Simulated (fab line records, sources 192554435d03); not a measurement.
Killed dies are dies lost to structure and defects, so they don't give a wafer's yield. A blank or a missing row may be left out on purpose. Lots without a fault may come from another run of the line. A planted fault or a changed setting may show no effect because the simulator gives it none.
fab line records | flow n5_finfet
record lots=10 wafers=30 last_day=18
route steps=1938 shown BEOL_M10@1512 MIM_TOP_ETCH@1851 PASSIVATION@1911
lots that met no fault: from a run of the same line without faults
start_h: hours from the record's first day to the start of the lot's first wafer shown | wait_h: hours since the lot's step before | " the same as in the row above | L1.1+2: a row that stands for several wafers | - no value, or no start given | * or withheld: withheld | < > ~ a bound
route shown NAME@n: a module of which the file shows steps, and the number in the route of the first | usual: mean/standard deviation of fault-free wafers | same: alike in all rows | chamber/n: place in a boat | sites: the reading at each site | _std_site: their standard deviation | _edge_site: outer sites' mean less inner sites' | radius_mm: how far each site lies from the wafer's centre | mask NAME#n: copy n | behind: the tool/chamber that last shaped the wafer | hold: why the lot was held/for how many hours/how that ended | device: the transistor (n, p or np) that didn't switch | end of line: the same wafers' tests at the end of the route | a step without rows: its recipe alone | killed: dies lost to structure and defects at the first sort, not the wafer's yield | map: a wafer's dies, x killed, . not, _ none there
set.NAME: the setting as run; set.NAME@STEP: as run at that earlier step | model.NAME: the simulator's own value behind a step, which no gauge read
steps of the route over a sample of lots; a table a step, a row a wafer
services: from which hour (start_h, from the record's first day; less than 0 if before it) a tool's chamber was out of use, for how many hours, and why
## steps
# step N5_BEOL_M10_TRENCH_ETCH_37
# recipe chemistry=C4F6/O2 target_depth_a=1488.3 target=SiCOH_lowk time_s=48 ion_energy_ev=250 pressure_mtorr=30 source_w=345 bias_w=185 Ar_flow_sccm=300 C4F6_flow_sccm=10 O2_flow_sccm=10
# usual drypump_motor_current_A=5.8/0.47 mfc_ar_sccm=300.1/0.92 oes_product_au=0.78/0.094 rf_fwd_power_W=341.2/1.5 rf_vpp_V=665/4.9 showerhead_plenum_p_Torr=2.79/0.037 throttle_valve_pct=20.93/0.27
# columns lot.wafer tool chamber start_h wait_h drypump_motor_current_A mfc_ar_sccm oes_product_au rf_fwd_power_W rf_hours_counter_h rf_vpp_V showerhead_plenum_p_Torr throttle_valve_pct
L534.1 rie_diel-05 1 215.94 - 6.0 298.9 0.96 339.3 4 672 2.80 20.61
L534.2 " 0 " " 5.1 299.8 0.66 343.2 249 656 2.80 20.88
L534.5 " 0 " " 5.1 300.3 0.67 344.0 - 657 2.80 20.89
L540.1 rie_diel-02 2 258.21 - 5.9 300.4 0.70 340.4 198 657 2.83 21.41
L540.4 " 1 " " 6.1 299.2 0.70 343.6 188 668 2.83 20.75
L540.5 " 2 " " 5.9 301.6 0.71 340.8 - 657 2.83 21.43
L542.1 rie_diel-01 1 274.12 - 5.7 299.2 0.97 342.9 7 670 2.79 20.63
L542.3 " 3 " " 4.8 301.2 0.70 342.1 235 671 2.81 21.18
L542.5 " 2 " " 5.7 300.0 0.88 340.4 - 658 2.78 21.03
L545.1 rie_diel-01 3 282.44 - 4.8 299.4 0.70 343.8 239 670 2.81 21.19
L545.2 " 2 " " 5.7 301.1 0.88 339.6 50 658 2.78 21.04
L545.3 " 1 " " 5.7 300.9 0.96 340.2 11 668 2.78 20.64
L543.2 rie_diel-01 2 288.81 - 5.7 300.4 0.88 340.0 53 658 2.78 21.03
L543.5 " 0 " " 6.5 302.8 0.82 342.7 - 665 2.76 20.56
L543.6 " 3 " " 4.8 301.1 0.70 342.1 - 668 2.81 21.21
L544.1 rie_diel-02 0 292.44 - 5.6 300.7 0.75 342.4 151 664 2.74 21.02
L544.3 " 1 " " 6.1 299.6 0.69 339.3 202 670 2.82 20.76
L544.6 " 0 " " 5.6 299.9 0.76 340.9 - 665 2.74 21.03
L546.3 rie_diel-02 0 302.98 - 5.6 300.3 0.75 341.4 154 664 2.74 21.02
L546.4 " 1 " " 6.1 299.8 0.67 341.7 205 672 2.82 20.78
L546.5 " 1 " " 6.1 298.9 0.69 341.5 - 671 2.82 20.78
L552.3 rie_diel-02 2 335.66 - 6.0 302.6 0.69 343.6 225 658 2.82 21.47
L552.4 " 1 " " 6.1 302.3 0.68 340.1 216 670 2.82 20.80
L552.6 " 0 " " 5.6 299.4 0.74 340.9 - 662 2.73 21.02
L553.1 rie_diel-02 2 338.64 - 6.0 300.0 0.69 342.3 227 658 2.82 21.45
L553.3 " 3 " " 6.1 301.5 0.72 340.3 172 664 2.84 20.93
L553.4 " 0 " " 5.6 301.4 0.74 340.0 167 664 2.73 21.03
L557.1 rie_diel-01 3 370.06 - 4.8 300.3 0.93 344.5 9 668 2.80 20.89
L557.2 " 2 " " 5.7 299.0 0.83 340.1 89 659 2.77 21.09
L557.4 " 1 " " 5.8 300.4 0.88 340.7 48 668 2.77 20.70
# step N5_MIM_TOP_ETCH_ETCH_00
# recipe chemistry=Cl2/BCl3 target=TiN target_depth_a=385 ion_energy_ev=150 pressure_mtorr=10 icp_w=1000 bias_w=126 Cl2_flow_sccm=53.25 bcl3_flow_sccm=21.75 Ar_flow_sccm=25
# usual drypump_motor_current_A=5.4/0.4 mfc_ar_sccm=25.01/0.08 oes_product_au=0.77/0.073 rf_fwd_power_W=994/3.2 throttle_valve_pct=22.67/0.16
# columns lot.wafer tool chamber start_h wait_h drypump_motor_current_A mfc_ar_sccm oes_product_au rf_fwd_power_W rf_hours_counter_h throttle_valve_pct
L534.1 rie_metal-02 1 254.07 0.1 5.3 24.99 0.66 998 79 22.91
L534.2 " 0 " " 5.9 24.95 0.78 993 49 22.55
L534.5 " 1 " " 5.4 24.99 0.67 998 - 22.91
L540.1 rie_metal-02 1 297.74 0.1 5.3 25.03 0.67 995 83 22.93
L540.4 " 1 " " 5.4 25.10 0.66 1000 - 22.92
L540.5 " 1 " " 5.3 25.08 0.66 998 - 22.93
L542.1 rie_metal-02 1 311.73 0.1 5.3 24.88 0.66 993 85 22.92
L542.3 " 0 " " 5.9 25.02 0.76 994 - 22.56
L542.5 " 0 " " 5.9 25.02 0.76 996 - 22.56
L545.1 rie_metal-02 0 324.87 0.1 5.9 24.96 0.76 994 55 22.58
L545.2 " 1 " " 5.3 24.95 0.66 997 86 22.93
L545.3 " 0 " " 5.9 24.94 0.76 998 - 22.57
L543.2 rie_metal-02 1 333.96 0.1 5.3 25.04 0.64 993 87 22.94
L543.5 " 1 " " 5.3 25.01 0.65 991 - 22.93
L543.6 " 0 " " 5.9 25.12 0.74 1003 - 22.57
L544.1 rie_metal-01 0 334.27 0.1 5.4 24.92 0.86 992 20 22.44
L544.3 " 1 " " 4.8 25.06 0.81 993 - 22.70
L544.6 " 0 " " 5.4 24.94 0.86 998 - 22.44
L546.3 rie_metal-01 0 343.22 0.1 5.4 25.14 0.85 987 - 22.45
L546.4 " 1 " " 4.8 24.93 0.82 995 - 22.70
L546.5 " 0 " " 5.4 25.05 0.85 991 - 22.45
L552.3 rie_metal-01 1 373.26 0.1 4.8 25.02 0.80 994 - 22.71
L552.4 " 0 " " 5.4 25.00 0.84 995 - 22.44
L552.6 " 1 " " 4.8 25.04 0.81 1000 - 22.70
L553.1 rie_metal-01 1 377.48 0.1 4.8 25.08 0.81 989 35 22.71
L553.3 " 0 " " 5.4 25.06 0.83 987 - 22.45
L553.4 " 1 " " 4.8 25.05 0.80 991 - 22.70
L557.1 rie_metal-02 0 410.30 0.1 5.9 24.99 0.74 996 65 22.58
L557.2 " 0 " " 5.9 25.08 0.74 990 - 22.59
L557.4 " 0 " " 5.9 25.00 0.73 995 - 22.57
# step N5_PASSIVATION_STRIP_34
# recipe chemistry=O2 power_w=600 temp_c=60 pressure_mtorr=30 rf_frequency_hz=6e+07 bias_power_w=0 overash_fraction=2 o2_flow_sccm=225
# usual drypump_motor_current_A=5.7/0.49 oes_product_au=0.80/0.097 rf_vpp_V=3.8/1.6 showerhead_plenum_p_Torr=2.05/0.031 throttle_valve_pct=16.64/0.23
# columns lot.wafer tool chamber start_h wait_h drypump_motor_current_A oes_product_au rf_hours_counter_h rf_vpp_V showerhead_plenum_p_Torr throttle_valve_pct
L534.1 rie_diel-02 0 260.23 0.3 5.6 0.77 138 3.0 2.02 16.76
L534.2 " 2 " " 6.0 0.70 198 2.7 2.07 17.10
L534.5 " 3 " " 6.1 0.75 - 3.9 2.10 16.66
L540.1 rie_diel-01 3 304.81 0.2 4.8 0.70 250 3.3 2.06 17.01
L540.4 " 2 " " 5.7 0.85 - 2.9 2.04 16.68
L540.5 " 3 " " 4.8 0.69 - 4.2 2.06 16.95
L542.1 rie_diel-01 2 316.80 0.1 5.7 0.85 66 3.0 2.04 16.75
L542.3 " 0 " " 6.5 0.77 99 4.4 2.03 16.40
L542.5 " 1 " " 5.7 0.90 - 2.4 2.06 16.42
L545.1 rie_diel-02 1 330.82 0.1 6.1 0.69 215 4.6 2.08 16.63
L545.2 " 3 " " 6.1 0.70 168 4.0 2.09 16.67
L545.3 " 2 " " 6.0 0.69 224 3.3 2.06 17.12
L544.1 rie_diel-01 2 338.73 0.1 5.7 0.84 76 2.6 2.03 16.71
L544.3 " 1 " " 5.7 0.91 35 4.8 2.05 16.43
L544.6 " 0 " " 6.5 0.80 - 2.3 2.03 16.43
L543.2 rie_diel-05 1 339.15 0.1 6.0 0.86 49 7.2 2.05 16.35
L543.5 " 2 " " 5.1 0.66 - 7.5 1.98 16.90
L543.6 " 1 " " 6.0 0.85 - 3.3 2.05 16.44
L546.3 rie_diel-01 3 350.49 0.1 4.7 0.95 2 5.6 2.05 16.54
L546.4 " 0 " " 6.5 0.79 115 1.9 2.03 16.42
L546.5 " 1 " " 5.7 0.88 - 2.7 2.05 16.53
L552.3 rie_diel-02 2 378.89 0.1 6.0 0.69 242 3.2 2.06 17.16
L552.4 " 3 " " 6.0 0.69 186 3.1 2.09 16.71
L552.6 " 1 " " 6.1 0.67 - 4.8 2.07 16.64
L553.1 rie_diel-01 1 382.33 0.2 5.8 0.88 53 5.4 2.05 16.45
L553.3 " 0 " " 6.5 0.77 127 5.2 2.02 16.41
L553.4 " 2 " " 5.7 0.82 93 2.0 2.03 16.79
L557.1 rie_diel-05 2 416.23 0.2 5.1 0.94 8 4.3 2.23 16.43
L557.2 " 0 " " 5.1 0.84 63 1.8 2.05 16.48
L557.4 " 1 " " 6.0 0.80 79 2.7 2.04 16.43
# step N5_PASSIVATION_OVL_MEAS_66
# recipe points_per_wafer=44
# usual PASS_OPEN_OVL=-2/4.8
# columns lot.wafer tool chamber start_h wait_h PASS_OPEN_OVL[nm]
L534.1 overlay-02 0 261.54 0.0 -3
L534.2 " 0 " " -4
L534.5 " 0 " " 3
L540.1 overlay-02 0 306.01 0.0 2
L540.4 " 0 " " -3
L540.5 " 0 " " 9
L542.1 overlay-02 0 317.87 0.0 -1
L542.3 " 0 " " 2
L542.5 " 0 " " 3
L545.1 overlay-02 0 331.95 0.0 -8
L545.2 " 0 " " 0
L545.3 " 0 " " 2
L544.1 overlay-01 0 339.91 0.0 -2
L544.3 " 0 " " -7
L544.6 " 0 " " -6
L543.2 overlay-02 0 340.34 0.0 1
L543.5 " 0 " " 7
L543.6 " 0 " " -2
L546.3 overlay-01 0 351.57 0.0 -3
L546.4 " 0 " " -2
L546.5 " 0 " " -5
L552.3 overlay-01 0 380.09 0.0 3
L552.4 " 0 " " -3
L552.6 " 0 " " 1
L553.1 overlay-01 0 383.53 0.0 5
L553.3 " 0 " " 3
L553.4 " 0 " " 4
L557.1 overlay-02 0 417.46 0.0 5
L557.2 " 0 " " -3
L557.4 " 0 " " 4
# step N5_PASSIVATION_PROBE_49
# usual defect_limited_yield=91.2/1.6 killed_at_M0_to_M3=33/11 killed_at_M4_up=15/6.2 killed_at_contacts=15/7.1 killed_at_front_end=38/12 killed_at_other=4/3.5 killed_dies=104/19 killed_on_rim=14/4 killed_open=69/14 killed_short=34/8.5 sort_bin_5_function=5.2/0.99 sort_bin_6_memory=3.3/0.77 sort_n_pass=1076/19 sort_yield_pct=91.2/1.6
# same gross_dies=1180 killed_at_back_side=0 sort_bin_4_leakage[%]=0 sort_bin_8_speed[%]=0
# columns lot.wafer tool chamber start_h wait_h defect_limited_yield[%] killed_at_M0_to_M3 killed_at_M4_up killed_at_contacts killed_at_front_end killed_at_other killed_dies killed_on_rim killed_open killed_short sort_bin_5_function[%] sort_bin_6_memory[%] sort_n_pass sort_yield_pct[%]
L543.2 prober-01 - 343.91 0.1 91.2 36 25 19 22 2 104 18 72 29 4.7 3.6 1076 91.2
L543.5 prober-01 - 344.06 0.2 92.2 31 14 21 25 1 92 9 65 24 4.7 3.0 1088 92.2
L543.6 prober-01 - 344.11 0.3 91.3 27 24 18 26 8 103 18 71 29 5.3 3.1 1077 91.3
L546.3 prober-01 - 354.86 0.1 92.5 25 11 11 36 5 88 15 55 33 4.1 3.1 1092 92.5
L546.5 prober-01 - 354.96 0.2 92.5 25 15 8 28 13 89 7 63 26 4.4 2.9 1091 92.5
L552.3 prober-01 - 383.34 0.1 85.6 16 105 8 36 5 170 16 43 38 10.1 2.9 1010 85.6
L552.4 prober-01 - 383.39 0.2 82.2 28 94 29 55 4 210 34 87 48 10.1 5.8 970 82.2
L552.6 prober-01 - 383.49 0.3 82.7 37 102 16 46 3 204 37 85 34 10.8 4.5 976 82.7
L553.1 prober-02 - 387.40 0.0 84.6 25 96 6 45 10 182 18 58 37 8.8 4.6 998 84.6
L553.3 prober-02 - 387.50 0.1 85.5 23 103 14 25 6 171 29 53 25 9.6 3.6 1009 85.5
L553.4 prober-02 - 387.55 0.2 85.8 18 96 10 42 2 168 33 42 34 8.4 4.0 1012 85.8
# killed by level:class
L543.2 MOL_CONTACT_COAG:geometric_particle:open=12 BEOL_M2:geometric_particle:open=12 BEOL_M4:geometric_particle:open=9 BEOL_M0_SAQP:geometric_particle:open=8 MOL_CONTACT_COAG:geometric_particle:short=7 BEOL_M3:geometric_particle:open=6 BEOL_M0_SAQP:geometric_particle:short=5 BEOL_M4:geometric_particle:short=5
L543.5 MOL_CONTACT_COAG:geometric_particle:open=17 BEOL_M2:geometric_particle:open=12 BEOL_M0_SAQP:geometric_particle:open=6 GATE_CUT:geometric_particle:short=5 BEOL_M4:geometric_particle:open=5 BEOL_M4:geometric_particle:short=4 MOL_CONTACT_COAG:geometric_particle:short=4 BEOL_M3:geometric_particle:open=4
L543.6 MOL_CONTACT_COAG:geometric_particle:open=16 BEOL_M2:geometric_particle:open=9 BEOL_M4:geometric_particle:open=9 GATE_CUT:geometric_particle:short=7 BEOL_M0_SAQP:geometric_particle:short=6 FIN_SAQP:geometric_particle:open=5 BEOL_M0_SAQP:geometric_particle:open=5 PAD_METAL:geometric_particle:open=5
L546.3 STI_FIN_REVEAL:geometric_particle:open=10 MOL_CONTACT_COAG:geometric_particle:open=9 BEOL_M2:geometric_particle:open=8 GATE_CUT:geometric_particle:short=6 BEOL_M1:geometric_particle:open=4 BEOL_M3:geometric_particle:open=4 FIN_CUT:geometric_particle:short=3 STI_FIN_REVEAL:geometric_particle:short=3
L546.5 STI_FIN_REVEAL:geometric_particle:open=8 BEOL_M3:geometric_particle:open=8 BEOL_M2:geometric_particle:open=7 GATE_CUT:geometric_particle:short=6 MOL_CONTACT_COAG:geometric_particle:open=6 BEOL_M0_SAQP:geometric_particle:short=5 BEOL_M6:geometric_particle:open=4 DUMMY_GATE:geometric_particle:open=3
L552.3 BEOL_M10:unspecified=88 FIN_SAQP:geometric_particle:short=13 FIN_SAQP:geometric_particle:open=7 BEOL_M4:geometric_particle:open=7 MOL_CONTACT_COAG:geometric_particle:open=5 BEOL_M1:geometric_particle:open=5 STI_FIN_REVEAL:geometric_particle:open=4 GATE_CUT:geometric_particle:short=4
L552.4 BEOL_M10:unspecified=75 MOL_CONTACT_COAG:geometric_particle:open=19 FIN_SAQP:geometric_particle:short=17 BEOL_M4:geometric_particle:open=14 FIN_SAQP:geometric_particle:open=13 STI_FIN_REVEAL:geometric_particle:open=12 MOL_CONTACT_COAG:geometric_particle:short=10 BEOL_M2:geometric_particle:open=6
L552.6 BEOL_M10:unspecified=85 BEOL_M4:geometric_particle:open=14 MOL_CONTACT_COAG:geometric_particle:open=12 FIN_SAQP:geometric_particle:short=11 BEOL_M1:geometric_particle:open=11 STI_FIN_REVEAL:geometric_particle:open=10 BEOL_M2:geometric_particle:open=9 FIN_SAQP:geometric_particle:open=7
L553.1 BEOL_M10:unspecified=87 STI_FIN_REVEAL:geometric_particle:open=15 FIN_SAQP:geometric_particle:short=10 BEOL_M2:geometric_particle:open=6 FIN_SAQP:geometric_particle:open=5 BEOL_M0_SAQP:geometric_particle:open=5 BEOL_M1:geometric_particle:open=5 MOL_CONTACT_COAG:geometric_particle:open=4
L553.3 BEOL_M10:unspecified=90 MOL_CONTACT_COAG:geometric_particle:open=10 STI_FIN_REVEAL:geometric_particle:open=6 BEOL_M0_SAQP:geometric_particle:open=6 FIN_SAQP:geometric_particle:open=5 DUMMY_GATE:geometric_particle:open=4 BEOL_M5:geometric_particle:short=4 GATE_CUT:geometric_particle:short=4
L553.4 BEOL_M10:unspecified=83 STI_FIN_REVEAL:geometric_particle:open=8 MOL_CONTACT_COAG:geometric_particle:open=8 BEOL_M0_SAQP:geometric_particle:short=7 FIN_SAQP:geometric_particle:short=6 BEOL_M5:geometric_particle:open=5 HKMG_FIN:area_etch=5 DUMMY_GATE:geometric_particle:open=4
## services
# columns tool chamber start_h hours kind
rie_diel-01 0 205.00 10.7 repair
rie_diel-05 3 217.36 2.8 repair
rie_diel-01 1 226.12 7.0 repair
rie_diel-01 1 233.20 - clean
rie_diel-01 1 233.20 - consumable_replace:focus_ring
rie_diel-01 1 233.20 23.2 scheduled_down
rie_diel-01 1 233.20 23.2 vent_cycle
rie_metal-02 - 264.03 0.2 repair
rie_diel-05 - 271.96 10.0 pm
rie_diel-05 3 292.57 28.2 repair
rie_diel-01 3 306.54 - clean
rie_diel-01 3 306.54 - consumable_replace:focus_ring
rie_diel-01 3 306.54 32.1 scheduled_down
rie_diel-01 3 306.54 32.1 vent_cycle
rie_diel-05 - 311.93 2.8 pm
rie_diel-05 3 321.20 7.7 repair
rie_metal-01 - 337.83 0.4 repair
rie_diel-01 3 343.36 5.8 repair
rie_metal-02 - 356.47 3.4 repair
rie_diel-02 1 374.63 3.0 repair
rie_diel-02 - 380.59 14.6 pm
rie_diel-05 1 388.94 7.3 repair
rie_diel-05 - 402.34 1.1 repair
rie_metal-01 - 406.24 1.1 repair
## key
first_sign step=N5_PASSIVATION_PROBE_49 reading=killed_at_M4_up direction=up sigmas=14 usual=15 struck=99
effect step=N5_PASSIVATION_PROBE_49 reading=defect_limited_yield direction=down sigmas=4.2 usual=91.2 struck=84.4
more_kills_born_at N5_BEOL_M10_TRENCH_ETCH_37@rie_diel-02=508
met_at N5_BEOL_M10_TRENCH_ETCH_37
struck_lots L552,L553
not_acting_at N5_MIM_TOP_ETCH_ETCH_00,N5_PASSIVATION_STRIP_34,N5_PASSIVATION_OVL_MEAS_66
onset_between 302.98 335.66
earlier_fault kind=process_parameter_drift tool=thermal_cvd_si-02 chamber=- onset_h=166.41 steps=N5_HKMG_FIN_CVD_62 channel=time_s offset=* shape=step stated=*
fault kind=chamber_particle_source tool=rie_diel-02 chamber=- onset_h=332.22 steps=N5_BEOL_M10_TRENCH_ETCH_37 rate_per_visit_cm2=0.59768
